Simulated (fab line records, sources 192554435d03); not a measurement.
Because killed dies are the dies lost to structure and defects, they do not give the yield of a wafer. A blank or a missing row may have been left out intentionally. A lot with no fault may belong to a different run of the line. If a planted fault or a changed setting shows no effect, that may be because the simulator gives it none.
Chamber matching :: flow n5-finfet :: cmp-01 running N5_HKMG_FIN_CMP_23: 4 sister chambers
The step polishes, stops on SiNx, t overpolish 10 s, target thk 46.326 nm. 4 wafers are shown with their chamber, then 7 later ones without.

== WAFERS PAIRED WITH THEIR CHAMBERS ==
wafer: L083.6
chamber: 2
motor-current-A (A): 12.4

wafer: L084.6
chamber: 1
motor-current-A (A): 11.4

wafer: L089.1
chamber: 0
motor-current-A (A): 10.6

wafer: L089.2
chamber: 3
motor-current-A (A): 11.3

== WAFERS MISSING THEIR CHAMBER ==
wafer: L089.6
motor-current-A (A): 12.2

wafer: L091.2
motor-current-A (A): 11.6

wafer: L091.3
motor-current-A (A): 11.1

wafer: L091.6
motor-current-A (A): 11.0

wafer: L096.2
motor-current-A (A): 11.4

wafer: L096.5
motor-current-A (A): 11.3

wafer: L096.6
motor-current-A (A): 11.9

== WHICH CHAMBER EACH ONE RAN IN ==
wafer: L089.6
from the rows above: 2
in truth: 2

wafer: L091.2
from the rows above: can't be placed: 1 or 3
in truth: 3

wafer: L091.3
from the rows above: can't be placed: 3 or 1 or 0
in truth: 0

wafer: L091.6
from the rows above: can't be placed: 3 or 0 or 1
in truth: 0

wafer: L096.2
from the rows above: can't be placed: 1 or 3
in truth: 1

wafer: L096.5
from the rows above: can't be placed: 3 or 1
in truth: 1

wafer: L096.6
from the rows above: can't be placed: 1 or 2 or 3
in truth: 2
Placed correctly: 1 of 7. Not placeable from these rows: 6 (in 6, the candidates include the true chamber). Placed wrongly: 0.
How it was worked out, from the rows above alone: a wafer's distance from a chamber is the root of the sum, over the readings, of the square of ((its reading less the chamber's mean) divided by the reading's scatter). If the next closest chamber is less than 2 further off than the closest, the wafer can't be placed; otherwise it belongs to the closest. For every chamber, the mean is computed from those of its wafers that are shown. The scatter: root of mean squared gap, hidden wafer to nearest shown wafer, with one shown wafer a chamber.
